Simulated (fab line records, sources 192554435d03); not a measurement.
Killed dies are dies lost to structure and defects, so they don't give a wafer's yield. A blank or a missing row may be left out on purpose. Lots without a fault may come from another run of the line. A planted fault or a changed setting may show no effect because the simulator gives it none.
fab line records | flow n5_finfet
record lots=24 wafers=72 last_day=18
route steps=1938 shown BEOL_M13@1715 BEOL_M14@1731 BEOL_M15@1811
lots that met no fault: from a run of the same line without faults
start_h: hours from the record's first day to the start of the lot's first wafer shown | wait_h: hours since the lot's step before | " the same as in the row above | L1.1+2: a row that stands for several wafers | - no value, or no start given | * or withheld: withheld | < > ~ a bound
route shown NAME@n: a module of which the file shows steps, and the number in the route of the first | usual: mean/standard deviation of fault-free wafers | same: alike in all rows | chamber/n: place in a boat | sites: the reading at each site | _std_site: their standard deviation | _edge_site: outer sites' mean less inner sites' | radius_mm: how far each site lies from the wafer's centre | mask NAME#n: copy n | behind: the tool/chamber that last shaped the wafer | hold: why the lot was held/for how many hours/how that ended | device: the transistor (n, p or np) that didn't switch | end of line: the same wafers' tests at the end of the route | a step without rows: its recipe alone | killed: dies lost to structure and defects at the first sort, not the wafer's yield | map: a wafer's dies, x killed, . not, _ none there
set.NAME: the setting as run; set.NAME@STEP: as run at that earlier step | model.NAME: the simulator's own value behind a step, which no gauge read
steps of the route over a sample of lots; a table a step, a row a wafer
services: from which hour (start_h, from the record's first day; less than 0 if before it) a tool's chamber was out of use, for how many hours, and why
## steps
# step N5_BEOL_M13_INSPECT_55
# recipe inspect_instrument=darkfield mode=post_dep
# usual raw_defect_count=78/28
# columns lot.wafer tool chamber start_h wait_h raw_defect_count
L074.2 defect_inspect-02 - 241.13 0.0 76
L074.3 " - " " 78
L074.4 " - " " 60
L075.1 defect_inspect-02 - 254.79 0.0 47
L075.2 " - " " 59
L075.5 " - " " 105
L076.2 defect_inspect-02 - 260.59 0.0 52
L076.4 " - " " 53
L076.5 " - " " 62
L077.3 defect_inspect-01 - 263.99 0.0 63
L077.5 " - " " 121
L077.6 " - " " 96
L078.1 defect_inspect-02 - 267.94 0.0 86
L078.4 " - " " 68
L078.5 " - " " 74
L079.1 defect_inspect-01 - 284.83 0.0 46
L079.3 " - " " 51
L079.5 " - " " 59
L084.1 defect_inspect-01 - 285.06 0.0 84
L084.3 " - " " 66
L084.6 " - " " 51
L080.2 defect_inspect-01 - 285.28 0.0 67
L080.5 " - " " 81
L080.6 " - " " 63
L081.1 defect_inspect-02 - 289.90 0.0 71
L081.2 " - " " 76
L081.3 " - " " 81
L082.1 defect_inspect-02 - 292.41 0.0 88
L082.3 " - " " 68
L082.5 " - " " 115
L083.2 defect_inspect-01 - 305.72 0.0 52
L083.5 " - " " 69
L083.6 " - " " 51
L086.3 defect_inspect-02 - 314.39 0.0 78
L086.4 " - " " 56
L086.5 " - " " 74
L085.2 defect_inspect-02 - 317.29 0.0 67
L085.5 " - " " 56
L085.6 " - " " 130
L088.2 defect_inspect-02 - 329.43 0.0 60
L088.3 " - " " 89
L088.5 " - " " 70
L087.1 defect_inspect-01 - 334.16 0.0 127
L087.4 " - " " 134
L087.5 " - " " 166
L089.1 defect_inspect-02 - 335.05 0.0 35
L089.2 " - " " 72
L089.4 " - " " 37
L090.1 defect_inspect-01 - 337.52 0.0 66
L090.2 " - " " 64
L090.3 " - " " 63
L092.4 defect_inspect-01 - 345.94 0.0 52
L092.5 " - " " 42
L092.6 " - " " 98
L095.1 defect_inspect-02 - 353.47 0.0 114
L095.2 " - " " 107
L095.3 " - " " 103
L093.1 defect_inspect-02 - 357.50 0.0 85
L093.4 " - " " 95
L093.6 " - " " 50
L094.1 defect_inspect-01 - 365.04 0.0 60
L094.2 " - " " 63
L094.3 " - " " 52
L096.1 defect_inspect-02 - 374.94 0.0 73
L096.3 " - " " 94
L096.4 " - " " 65
L097.1 defect_inspect-02 - 381.30 0.0 132
L097.3 " - " " 90
L097.6 " - " " 71
L091.3 defect_inspect-02 - 396.03 0.0 92
L091.4 " - " " 134
L091.6 " - " " 91
# step N5_BEOL_M14_VIA_ETCH_16
# recipe chemistry=C4F8/O2/Ar target=SiO2 he_inner_torr=15 he_outer_torr=30 target_depth_a=12313 time_s=withheld ion_energy_ev=800 pressure_mtorr=20 source_w=1905 bias_w=2040 Ar_flow_sccm=400 C4F8_flow_sccm=16 O2_flow_sccm=12 ends=cleared
# usual C4F8_flow_sccm=16.01/0.052 drypump_motor_current_A=5.8/0.45 he_inner_torr=15.00/0.032 oes_o_777_au=0.78/0.072 oes_product_au=0.71/0.069 rf_vpp_V=2218/16 showerhead_plenum_p_Torr=3.47/0.12 throttle_valve_pct=30.87/0.21
# columns lot.wafer tool chamber start_h wait_h C4F8_flow_sccm drypump_motor_current_A he_inner_torr oes_o_777_au oes_product_au rf_vpp_V showerhead_plenum_p_Torr throttle_valve_pct
L074.2 rie_diel-01 1 241.84 0.0 16.03 5.6 14.93 0.80 0.74 2244 3.61 30.68
L074.3 " 3 " " 16.04 6.2 15.08 0.77 0.67 2237 3.56 30.78
L074.4 " 3 " " 15.98 6.2 15.10 0.76 0.68 2238 3.56 30.79
L075.1 rie_diel-01 0 256.87 0.1 16.00 5.6 14.95 0.70 0.64 2194 3.29 31.16
L075.2 " 1 " " 16.08 5.6 15.03 0.79 0.72 2244 3.60 30.70
L075.5 " 0 " " 16.06 5.6 15.00 0.71 0.63 2195 3.29 31.16
L076.2 rie_diel-06 1 261.48 0.0 15.96 5.0 15.03 0.84 0.76 2197 3.36 30.78
L076.4 " 0 " " 16.01 5.7 14.93 0.85 0.78 2222 3.35 30.71
L076.5 " 1 " " 15.98 5.0 14.99 0.83 0.77 2198 3.36 30.77
L077.3 rie_diel-02 3 264.70 0.0 15.97 5.9 15.01 0.73 0.67 2229 3.31 30.75
L077.5 " 1 " " 15.96 6.5 14.98 0.69 0.62 2203 3.51 30.84
L077.6 " 0 " " 16.02 5.5 14.98 0.90 0.82 2225 3.64 30.66
L078.1 rie_diel-02 2 268.77 0.0 16.03 6.1 14.96 0.77 0.68 2228 3.59 30.81
L078.4 " 1 " " 15.90 6.5 14.99 0.69 0.62 2202 3.51 30.84
L078.5 " 3 " " 16.04 5.9 15.02 0.73 0.66 2229 3.31 30.73
L079.1 rie_diel-02 3 285.54 0.0 16.03 5.9 15.03 0.74 0.66 2229 3.31 30.76
L079.3 " 2 " " 15.95 6.2 15.00 0.77 0.68 2229 3.58 30.83
L079.5 " 3 " " 15.95 5.9 14.99 0.73 0.65 2228 3.31 30.73
L084.1 rie_diel-06 2 286.03 0.0 15.91 5.4 14.99 0.72 0.64 2215 3.53 31.28
L084.3 " 0 " " 16.00 5.7 15.02 0.84 0.77 2220 3.34 30.72
L084.6 " 2 " " 15.90 5.4 14.97 0.71 0.64 2215 3.53 31.27
L080.2 rie_diel-06 2 286.45 0.0 16.11 5.4 15.00 0.72 0.63 2214 3.53 31.26
L080.5 " 2 " " 15.99 5.4 14.99 0.72 0.64 2214 3.53 31.28
L080.6 " 3 " " 15.90 6.4 15.02 0.73 0.67 2215 3.42 31.22
L081.1 rie_diel-06 0 290.61 0.0 16.02 5.7 14.99 0.84 0.78 2219 3.34 30.75
L081.2 " 3 " " 16.04 6.4 14.93 0.73 0.66 2215 3.42 31.23
L081.3 " 1 " " 16.05 5.0 14.98 0.83 0.76 2197 3.36 30.78
L082.1 rie_diel-01 1 293.25 0.0 16.03 5.6 15.02 0.78 0.72 2244 3.59 30.71
L082.3 " 3 " " 16.09 6.2 15.02 0.74 0.66 2236 3.55 30.78
L082.5 " 0 " " 15.94 5.6 15.05 0.69 0.63 2194 3.28 31.17
L083.2 rie_diel-02 1 306.65 0.0 16.09 6.5 15.00 0.94 0.85 2201 3.50 30.59
L083.5 " 2 " " 15.95 6.1 15.02 0.76 0.67 2228 3.58 30.84
L083.6 " 1 " " 16.04 6.5 15.02 0.95 0.86 2201 3.50 30.61
L086.3 rie_diel-06 1 315.10 0.0 15.99 5.0 14.95 0.82 0.76 2197 3.36 30.80
L086.4 " 1 " " 15.96 5.0 14.95 0.82 0.75 2198 3.36 30.78
L086.5 " 0 " " 16.01 5.7 15.01 0.83 0.76 2220 3.34 30.74
L085.2 rie_diel-06 3 318.08 0.0 16.00 6.4 14.99 0.71 0.66 2213 3.42 31.24
L085.5 " 1 " " 16.00 5.0 14.96 0.82 0.75 2197 3.36 30.78
L085.6 " 3 " " 16.01 6.4 14.96 0.72 0.65 2214 3.42 31.22
L088.2 rie_diel-01 2 330.22 0.0 15.96 5.0 15.02 0.92 0.83 2196 3.51 30.91
L088.3 " 3 " " 15.98 6.2 15.00 0.74 0.65 2235 3.54 30.81
L088.5 " 3 " " 16.05 6.3 15.01 0.73 0.65 2235 3.54 30.80
L087.1 rie_diel-01 3 334.99 0.0 16.01 6.2 14.95 0.73 0.65 2236 3.54 30.81
L087.4 " 1 " " 16.00 5.6 15.06 0.77 0.70 2242 3.59 30.72
L087.5 " 1 " " 15.97 5.6 15.03 0.77 0.71 2242 3.59 30.74
L089.1 rie_diel-02 3 335.89 0.0 16.04 5.9 14.93 0.72 0.65 2228 3.30 30.78
L089.2 " 0 " " 16.07 5.5 15.02 0.85 0.78 2224 3.63 30.69
L089.4 " 2 " " 15.99 6.1 14.94 0.75 0.67 2228 3.57 30.85
L090.1 rie_diel-01 3 338.23 0.0 16.00 6.2 14.97 0.73 0.66 2235 3.54 30.81
L090.2 " 2 " " 16.00 5.1 15.00 0.92 0.82 2196 3.50 30.94
L090.3 " 0 " " 16.00 5.6 14.95 0.68 0.62 2192 3.27 31.21
L092.4 rie_diel-01 3 346.86 0.1 16.02 6.2 15.02 0.73 0.65 2234 3.54 30.80
L092.5 " 2 " " 16.00 5.0 15.01 0.91 0.82 2197 3.50 30.94
L092.6 " 1 " " 16.05 5.6 15.02 0.76 0.70 2241 3.58 30.73
L095.1 rie_diel-06 2 354.35 0.1 16.02 5.5 14.95 0.70 0.62 2213 3.51 31.30
L095.2 " 1 " " 15.87 5.0 15.05 0.80 0.73 2196 3.35 30.78
L095.3 " 2 " " 16.02 5.4 14.99 0.70 0.61 2214 3.52 31.30
L093.1 rie_diel-02 3 358.33 0.0 15.97 5.9 15.03 0.71 0.65 2228 3.30 30.79
L093.4 " 1 " " 16.13 6.5 15.01 0.88 0.82 2200 3.49 30.63
L093.6 " 3 " " 16.01 5.9 15.04 0.71 0.64 2227 3.29 30.79
L094.1 rie_diel-01 1 365.75 0.0 15.93 5.6 14.99 0.76 0.69 2243 3.58 30.73
L094.2 " 3 " " 16.04 6.2 15.04 0.73 0.65 2235 3.53 30.82
L094.3 " 2 " " 15.99 5.1 14.99 0.89 0.80 2195 3.50 30.93
L096.1 rie_diel-02 1 375.82 0.0 16.04 6.5 15.00 0.88 0.81 2200 3.49 30.65
L096.3 " 2 " " 16.02 6.1 14.93 0.73 0.66 2227 3.56 30.87
L096.4 " 0 " " 16.00 5.5 15.05 0.84 0.77 2225 3.62 30.70
L097.1 rie_diel-02 0 382.21 0.0 16.00 5.5 14.98 0.84 0.76 2223 3.62 30.69
L097.3 " 1 " " 16.06 6.5 14.96 0.87 0.79 2199 3.49 30.64
L097.6 " 0 " " 16.06 5.5 14.97 0.83 0.75 2224 3.62 30.68
L091.3 rie_diel-02 0 396.80 0.0 15.99 5.5 14.97 0.83 0.76 2224 3.62 30.68
L091.4 " 2 " " 16.10 6.2 15.03 0.73 0.65 2227 3.56 30.88
L091.6 " 0 " " 15.93 5.5 14.96 0.83 0.76 2225 3.62 30.70
# step N5_BEOL_M14_STRIP_63
# recipe chemistry=O2 power_w=600 temp_c=60 pressure_mtorr=30 rf_frequency_hz=6e+07 bias_power_w=0 overash_fraction=0.3 o2_flow_sccm=225
# usual drypump_motor_current_A=5.8/0.45 oes_product_au=0.78/0.076 rf_vpp_V=3.6/0.8 showerhead_plenum_p_Torr=2.11/0.081 throttle_valve_pct=16.65/0.23
# columns lot.wafer tool chamber start_h wait_h drypump_motor_current_A oes_product_au rf_hours_counter_h rf_vpp_V showerhead_plenum_p_Torr throttle_valve_pct
L074.2 rie_diel-01 1 - - 5.6 0.82 79 3.0 2.20 16.46
L074.3 " 3 " " 6.2 0.73 155 3.6 2.18 16.70
L074.4 " 3 " " 6.2 0.75 - 2.9 2.18 16.71
L075.1 rie_diel-01 0 - - 5.6 0.70 215 4.1 1.98 16.91
L075.2 " 1 " " 5.6 0.80 89 3.2 2.19 16.47
L075.5 " 0 " " 5.6 0.70 - 3.0 1.98 16.93
L076.2 rie_diel-06 1 - - 5.0 0.86 47 1.8 2.03 16.44
L076.4 " 0 " " 5.7 0.87 54 3.0 2.04 16.50
L076.5 " 1 " " 5.0 0.86 - 3.7 2.03 16.45
L077.3 rie_diel-02 3 - - 5.9 0.72 161 3.8 2.01 16.57
L077.5 " 1 " " 6.5 0.69 - 4.6 2.15 16.83
L077.6 " 0 " " 5.5 0.91 - 5.2 2.23 16.26
L078.1 rie_diel-02 2 - - 6.2 0.77 139 2.6 2.20 16.64
L078.4 " 1 " " 6.5 0.69 248 3.0 2.15 16.83
L078.5 " 3 " " 5.9 0.73 - 2.3 2.01 16.58
L079.1 rie_diel-02 3 - - 5.9 0.71 168 4.1 2.00 16.56
L079.3 " 2 " " 6.1 0.74 145 2.8 2.19 16.63
L079.5 " 3 " " 5.9 0.72 - 2.6 2.00 16.58
L084.1 rie_diel-06 2 - - 5.4 0.70 216 4.2 2.16 17.12
L084.3 " 0 " " 5.7 0.85 63 4.3 2.04 16.51
L084.6 " 2 " " 5.5 0.71 - 1.7 2.16 17.14
L080.2 rie_diel-06 2 - - 5.5 0.70 216 3.8 2.16 17.11
L080.5 " 2 " " 5.4 0.70 - 4.3 2.16 17.11
L080.6 " 3 " " 6.4 0.73 - 3.9 2.08 16.95
L081.1 rie_diel-06 0 - - 5.7 0.86 66 4.4 2.04 16.53
L081.2 " 3 " " 6.4 0.73 174 2.8 2.08 16.96
L081.3 " 1 " " 5.0 0.86 49 4.8 2.03 16.42
L082.1 rie_diel-01 1 - - 5.6 0.79 103 3.8 2.19 16.48
L082.3 " 3 " " 6.2 0.74 174 4.2 2.18 16.73
L082.5 " 0 " " 5.6 0.69 - 4.6 1.98 16.96
L083.2 rie_diel-02 1 - - 6.5 0.95 4 3.1 2.15 16.36
L083.5 " 2 " " 6.1 0.75 - 4.2 2.19 16.65
L083.6 " 1 " " 6.5 0.95 - 3.9 2.15 16.36
L086.3 rie_diel-06 1 - - 4.9 0.85 59 4.4 2.03 16.47
L086.4 " 1 " " 5.0 0.84 - 2.5 2.03 16.46
L086.5 " 0 " " 5.7 0.84 - 3.4 2.03 16.51
L085.2 rie_diel-06 3 - - 6.4 0.73 184 4.5 2.08 16.96
L085.5 " 1 " " 5.0 0.85 - 2.7 2.03 16.46
L085.6 " 3 " " 6.4 0.73 - 3.6 2.08 17.02
L088.2 rie_diel-01 2 - - 5.0 0.92 21 3.7 2.14 16.62
L088.3 " 3 " " 6.2 0.73 186 5.1 2.17 16.76
L088.5 " 3 " " 6.2 0.73 - 3.1 2.17 16.78
L087.1 rie_diel-01 3 - - 6.2 0.72 187 2.4 2.17 16.78
L087.4 " 1 " " 5.6 0.78 117 3.4 2.18 16.48
L087.5 " 1 " " 5.6 0.78 - 3.2 2.18 16.48
L089.1 rie_diel-02 3 - - 5.8 0.71 187 3.4 2.00 16.57
L089.2 " 0 " " 5.5 0.87 50 4.6 2.22 16.35
L089.4 " 2 " " 6.1 0.74 164 4.2 2.19 16.65
L090.1 rie_diel-01 3 - - 6.2 0.73 189 3.1 2.17 16.76
L090.2 " 2 " " 5.1 0.91 24 4.2 2.14 16.60
L090.3 " 0 " " 5.7 0.68 247 2.8 1.97 16.98
L092.4 rie_diel-01 3 - - 6.2 0.72 - 4.1 2.17 16.78
L092.5 " 2 " " 5.0 0.90 - 4.5 2.14 16.64
L092.6 " 1 " " 5.6 0.78 - 2.6 2.18 16.52
L095.1 rie_diel-06 2 - - 5.4 0.68 241 3.9 2.15 17.17
L095.2 " 1 " " 5.0 0.83 75 4.6 2.02 16.49
L095.3 " 2 " " 5.4 0.69 - 2.6 2.15 17.16
L093.1 rie_diel-02 3 - - 5.9 0.70 195 4.6 1.99 16.64
L093.4 " 1 " " 6.5 0.91 23 4.5 2.14 16.41
L093.6 " 3 " " 5.9 0.70 - 2.6 2.00 16.62
L094.1 rie_diel-01 1 - - 5.6 0.78 131 3.3 2.18 16.54
L094.2 " 3 " " 6.2 0.71 200 3.0 2.17 16.80
L094.3 " 2 " " 5.1 0.88 36 3.8 2.14 16.64
L096.1 rie_diel-02 1 - - 6.5 0.90 29 4.1 2.14 16.42
L096.3 " 2 " " 6.1 0.72 179 4.2 2.18 16.69
L096.4 " 0 " " 5.5 0.84 64 4.3 2.21 16.39
L097.1 rie_diel-02 0 - - 5.5 0.84 67 5.4 2.21 16.37
L097.3 " 1 " " 6.5 0.89 31 5.1 2.14 16.41
L097.6 " 0 " " 5.5 0.83 - 2.8 2.21 16.39
L091.3 rie_diel-02 0 - - 5.5 0.83 71 3.4 2.21 16.40
L091.4 " 2 " " 6.2 0.71 187 3.0 2.18 16.68
L091.6 " 0 " " 5.5 0.84 - 3.3 2.21 16.38
# step N5_BEOL_M14_CD_MEAS_28
# recipe target_cd_nm=284.4 landing_energy_ev=500 detector=se_inlens
# usual cd_nm=284.5/1.4
# columns lot.wafer tool chamber start_h wait_h cd_nm
L074.2 cd_sem-02 0 242.51 - 284.3
L074.3 " 0 " " 284.3
L074.4 " 0 " " 284.6
L075.1 cd_sem-02 0 257.76 - 285.7
L075.2 " 0 " " 285.1
L075.5 " 0 " " 284.2
L076.2 cd_sem-02 0 262.29 - 284.4
L076.4 " 0 " " 284.2
L076.5 " 0 " " 284.7
L077.3 cd_sem-01 0 265.51 - 284.9
L077.5 " 0 " " 284.9
L077.6 " 0 " " 287.1
L078.1 cd_sem-01 0 269.57 - 283.3
L078.4 " 0 " " 282.9
L078.5 " 0 " " 284.3
L079.1 cd_sem-02 0 286.34 - 283.7
L079.3 " 0 " " 283.3
L079.5 " 0 " " 283.1
L084.1 cd_sem-01 0 286.70 - 284.3
L084.3 " 0 " " 283.3
L084.6 " 0 " " 282.1
L080.2 cd_sem-02 0 287.25 - 285.9
L080.5 " 0 " " 285.5
L080.6 " 0 " " 286.2
L081.1 cd_sem-03 0 291.29 - 281.9
L081.2 " 0 " " 282.1
L081.3 " 0 " " 284.1
L082.1 cd_sem-03 0 294.07 - 286.1
L082.3 " 0 " " 286.3
L082.5 " 0 " " 285.9
L083.2 cd_sem-02 0 307.45 - 286.0
L083.5 " 0 " " 282.6
L083.6 " 0 " " 284.8
L086.3 cd_sem-01 0 315.78 - 286.2
L086.4 " 0 " " 286.6
L086.5 " 0 " " 285.3
L085.2 cd_sem-02 0 318.89 - 282.8
L085.5 " 0 " " 284.8
L085.6 " 0 " " 282.6
L088.2 cd_sem-01 0 331.02 - 284.1
L088.3 " 0 " " 281.8
L088.5 " 0 " " 283.4
L087.1 cd_sem-02 0 335.79 - 284.6
L087.4 " 0 " " 284.9
L087.5 " 0 " " 285.0
L089.1 cd_sem-02 0 336.56 - 283.5
L089.2 " 0 " " 280.9
L089.4 " 0 " " 280.9
L090.1 cd_sem-03 0 338.91 - 285.7
L090.2 " 0 " " 285.1
L090.3 " 0 " " 285.4
L092.4 cd_sem-01 0 347.45 - 284.9
L092.5 " 0 " " 285.3
L092.6 " 0 " " 284.4
L095.1 cd_sem-01 0 355.15 - 285.2
L095.2 " 0 " " 284.8
L095.3 " 0 " " 286.4
L093.1 cd_sem-02 0 359.01 - 285.1
L093.4 " 0 " " 284.5
L093.6 " 0 " " 284.6
L094.1 cd_sem-01 0 366.43 - 285.0
L094.2 " 0 " " 283.6
L094.3 " 0 " " 283.6
L096.1 cd_sem-03 0 376.51 - 283.8
L096.3 " 0 " " 284.1
L096.4 " 0 " " 282.2
L097.1 cd_sem-03 0 382.93 - 287.6
L097.3 " 0 " " 286.4
L097.6 " 0 " " 285.9
L091.3 cd_sem-01 0 397.60 - 285.5
L091.4 " 0 " " 283.8
L091.6 " 0 " " 286.1
# step N5_BEOL_M14_INSPECT_30
# recipe mode=adi inspect_instrument=macro
# usual raw_defect_count=2.0/1.3
# columns lot.wafer tool chamber start_h wait_h raw_defect_count
L074.2 defect_inspect-01 - 242.57 0.0 1
L074.3 " - " " 4
L074.4 " - " " 2
L075.1 defect_inspect-02 - 257.81 0.0 3
L075.2 " - " " 0
L075.5 " - " " 1
L076.2 defect_inspect-01 - 262.34 0.0 1
L076.4 " - " " 2
L076.5 " - " " 3
L077.3 defect_inspect-01 - 265.56 0.0 4
L077.5 " - " " 3
L077.6 " - " " 1
L078.1 defect_inspect-01 - 269.62 0.0 5
L078.4 " - " " 2
L078.5 " - " " 1
L079.1 defect_inspect-02 - 286.39 0.0 0
L079.3 " - " " 1
L079.5 " - " " 2
L084.1 defect_inspect-02 - 286.76 0.0 0
L084.3 " - " " 2
L084.6 " - " " 1
L080.2 defect_inspect-01 - 287.30 0.0 2
L080.5 " - " " 3
L080.6 " - " " 2
L081.1 defect_inspect-01 - 291.34 0.0 1
L081.2 " - " " 1
L081.3 " - " " 3
L082.1 defect_inspect-01 - 294.13 0.0 1
L082.3 " - " " 1
L082.5 " - " " 2
L083.2 defect_inspect-02 - 307.51 0.0 0
L083.5 " - " " 2
L083.6 " - " " 4
L086.3 defect_inspect-01 - 315.83 0.0 1
L086.4 " - " " 3
L086.5 " - " " 2
L085.2 defect_inspect-01 - 318.94 0.0 3
L085.5 " - " " 0
L085.6 " - " " 1
L088.2 defect_inspect-02 - 331.07 0.0 2
L088.3 " - " " 1
L088.5 " - " " 4
L087.1 defect_inspect-02 - 335.85 0.0 1
L087.4 " - " " 3
L087.5 " - " " 0
L089.1 defect_inspect-02 - 336.61 0.0 1
L089.2 " - " " 2
L089.4 " - " " 3
L090.1 defect_inspect-02 - 338.96 0.0 1
L090.2 " - " " 4
L090.3 " - " " 1
L092.4 defect_inspect-01 - 347.50 0.0 3
L092.5 " - " " 3
L092.6 " - " " 3
L095.1 defect_inspect-02 - 355.21 0.0 3
L095.2 " - " " 3
L095.3 " - " " 2
L093.1 defect_inspect-01 - 359.06 0.0 2
L093.4 " - " " 2
L093.6 " - " " 3
L094.1 defect_inspect-02 - 366.48 0.0 4
L094.2 " - " " 4
L094.3 " - " " 2
L096.1 defect_inspect-02 - 376.56 0.0 1
L096.3 " - " " 3
L096.4 " - " " 1
L097.1 defect_inspect-02 - 382.98 0.0 3
L097.3 " - " " 1
L097.6 " - " " 2
L091.3 defect_inspect-01 - 397.66 0.0 4
L091.4 " - " " 1
L091.6 " - " " 1
# step N5_BEOL_M15_STRIP_36
# recipe chemistry=O2 power_w=600 temp_c=60 pressure_mtorr=30 rf_frequency_hz=6e+07 bias_power_w=0 overash_fraction=0.3 o2_flow_sccm=225
# usual drypump_motor_current_A=5.7/0.46 oes_product_au=0.78/0.068 rf_vpp_V=3.7/0.91 showerhead_plenum_p_Torr=2.10/0.082 throttle_valve_pct=16.69/0.19
# columns lot.wafer tool chamber start_h wait_h drypump_motor_current_A oes_product_au rf_hours_counter_h rf_vpp_V showerhead_plenum_p_Torr throttle_valve_pct
L074.2 rie_diel-04 0 251.81 1.0 6.2 0.72 197 2.0 2.09 16.68
L074.3 " 1 " " 5.4 0.82 72 3.6 2.03 16.97
L074.4 " 3 " " 6.0 0.72 179 3.5 2.00 16.66
L075.1 rie_diel-04 2 265.42 1.9 4.7 0.72 206 3.5 2.16 16.53
L075.2 " 3 " " 6.0 0.73 183 5.1 1.99 16.67
L075.5 " 0 " " 6.3 0.72 - 4.0 2.08 16.70
L076.2 rie_diel-04 2 269.11 0.0 4.8 0.71 207 2.4 2.16 16.55
L076.4 " 1 " " 5.3 0.81 77 3.9 2.03 16.96
L076.5 " 2 " " 4.8 0.71 - 3.1 2.16 16.52
L077.3 rie_diel-03 1 273.87 1.0 5.9 0.72 217 2.3 1.99 16.78
L077.5 " 2 " " 6.2 0.81 - 1.7 2.11 16.47
L077.6 " 3 " " 6.0 0.88 - 3.8 2.22 16.74
L078.1 rie_diel-05 2 278.61 0.3 5.4 0.82 103 2.8 2.21 16.66
L078.4 " 3 " " 5.4 0.99 3 2.9 2.06 16.20
L078.5 " 1 " " 5.3 0.85 - 3.7 2.21 16.50
L084.1 rie_diel-04 0 296.55 3.0 6.3 0.71 211 3.1 2.08 16.74
L084.3 " 3 " " 6.0 0.73 192 4.5 1.99 16.68
L084.6 " 1 " " 5.4 0.82 - 2.8 2.03 16.96
L079.1 rie_diel-05 0 296.59 3.9 6.3 0.82 87 2.8 2.04 16.91
L079.3 " 2 " " 5.5 0.81 107 2.6 2.21 16.63
L079.5 " 1 " " 5.3 0.82 - 4.4 2.20 16.48
L080.2 rie_diel-03 0 296.63 1.7 5.4 0.72 183 3.7 2.08 16.89
L080.5 " 2 " " 6.2 0.80 - 2.7 2.11 16.48
L080.6 " 3 " " 6.1 0.87 - 3.5 2.22 16.76
L081.1 rie_diel-03 0 297.54 0.3 5.4 0.73 183 3.8 2.08 16.89
L081.2 " 1 " " 6.0 0.72 225 4.6 1.99 16.77
L081.3 " 2 " " 6.2 0.80 105 2.6 2.11 16.48
L082.1 rie_diel-03 2 303.74 1.2 6.1 0.81 107 2.5 2.11 16.48
L082.3 " 0 " " 5.4 0.74 186 3.5 2.08 16.91
L082.5 " 0 " " 5.4 0.72 - 3.6 2.08 16.91
L083.2 rie_diel-05 0 314.88 0.9 6.3 0.81 95 5.8 2.03 16.91
L083.5 " 2 " " 5.4 0.82 - 2.8 2.20 16.67
L083.6 " 1 " " 5.3 0.83 - 3.5 2.20 16.47
L086.3 rie_diel-05 0 326.78 3.5 6.3 0.81 101 5.3 2.03 16.94
L086.4 " 1 " " 5.3 0.81 106 4.7 2.20 16.52
L086.5 " 1 " " 5.3 0.82 - 3.4 2.20 16.49
L085.2 rie_diel-05 0 327.56 1.8 6.3 0.81 101 3.2 2.03 16.96
L085.5 " 1 " " 5.3 0.82 - 4.1 2.20 16.53
L085.6 " 2 " " 5.4 0.80 - 6.2 2.20 16.65
L088.2 rie_diel-03 2 337.44 0.1 6.2 0.78 118 4.3 2.10 16.51
L088.3 " 0 " " 5.4 0.72 204 4.3 2.07 16.88
L088.5 " 3 " " 6.1 0.84 - 3.2 2.21 16.78
L087.1 rie_diel-04 1 344.63 1.8 5.5 0.81 86 4.2 2.03 16.96
L087.4 " 0 " " 6.3 0.71 212 4.2 2.08 16.71
L087.5 " 1 " " 5.4 0.81 - 4.6 2.03 16.97
L089.1 rie_diel-03 1 344.64 1.0 6.0 0.69 248 5.2 1.98 16.80
L089.2 " 3 " " 6.1 0.85 75 4.5 2.21 16.77
L089.4 " 2 " " 6.2 0.78 122 4.4 2.10 16.51
L090.1 rie_diel-03 3 345.19 0.0 6.1 0.84 76 3.6 2.21 16.81
L090.2 " 0 " " 5.4 0.70 207 4.0 2.07 16.91
L090.3 " 1 " " 6.0 0.69 248 3.0 1.98 16.83
L092.4 rie_diel-05 0 355.27 2.4 6.3 0.79 113 3.5 2.03 16.98
L092.5 " 1 " " 5.3 0.80 - 4.4 2.20 16.55
L092.6 " 0 " " 6.3 0.79 - 3.3 2.03 16.95
L095.1 rie_diel-04 2 361.79 0.7 4.7 0.70 218 4.5 2.16 16.56
L095.2 " 1 " " 5.4 0.81 92 3.7 2.03 17.00
L095.3 " 3 " " 6.0 0.72 198 3.4 1.99 16.67
L093.1 rie_diel-05 3 367.78 1.8 5.3 0.87 37 2.8 2.05 16.26
L093.4 " 2 " " 5.4 0.78 135 4.5 2.20 16.73
L093.6 " 0 " " 6.3 0.78 - 4.2 2.02 16.94
L094.1 rie_diel-04 2 372.86 0.3 4.8 0.71 222 3.6 2.15 16.63
L094.2 " 0 " " 6.3 0.71 222 3.4 2.08 16.73
L094.3 " 3 " " 6.0 0.70 202 4.2 1.99 16.67
L096.1 rie_diel-03 1 385.93 1.5 6.0 0.97 3 3.0 2.24 16.36
L096.3 " 0 " " 5.4 0.71 217 3.7 2.07 16.95
L096.4 " 3 " " 6.0 0.84 86 3.3 2.21 16.79
L097.1 rie_diel-04 3 392.39 0.9 6.0 0.70 209 4.4 1.99 16.70
L097.3 " 0 " " 6.3 0.70 230 4.3 2.07 16.72
L097.6 " 3 " " 6.0 0.69 - 2.5 1.99 16.72
L091.3 rie_diel-03 3 406.81 2.4 6.1 0.82 92 4.4 2.20 16.78
L091.4 " 0 " " 5.4 0.69 223 2.8 2.07 16.94
L091.6 " 3 " " 6.1 0.83 - 3.3 2.20 16.81
## services
# columns tool chamber start_h hours kind
rie_diel-01 2 231.57 - clean
rie_diel-01 2 231.57 - consumable_replace:focus_ring
rie_diel-01 2 231.57 32.8 scheduled_down
rie_diel-01 2 231.57 32.8 vent_cycle
rie_diel-02 - 241.53 15.6 pm
rie_diel-05 1 245.40 1.7 repair
rie_diel-06 1 266.28 23.2 repair
rie_diel-04 2 270.32 2.7 repair
rie_diel-02 1 277.02 - clean
rie_diel-02 1 277.02 - consumable_replace:focus_ring
rie_diel-02 1 277.02 15.9 scheduled_down
rie_diel-02 1 277.02 15.9 vent_cycle
rie_diel-04 2 293.38 3.7 repair
rie_diel-01 0 346.38 - clean
rie_diel-01 0 346.38 - consumable_replace:focus_ring
rie_diel-01 0 346.38 26.3 scheduled_down
rie_diel-01 0 346.38 26.3 vent_cycle
rie_diel-06 3 353.66 29.7 repair
rie_diel-06 1 363.58 4.0 repair
rie_diel-03 - 370.21 10.0 pm
rie_diel-04 2 373.47 3.8 repair
rie_diel-06 2 383.59 - clean
rie_diel-06 2 383.59 - consumable_replace:esc
rie_diel-06 2 383.59 - consumable_replace:focus_ring
## key
fault none
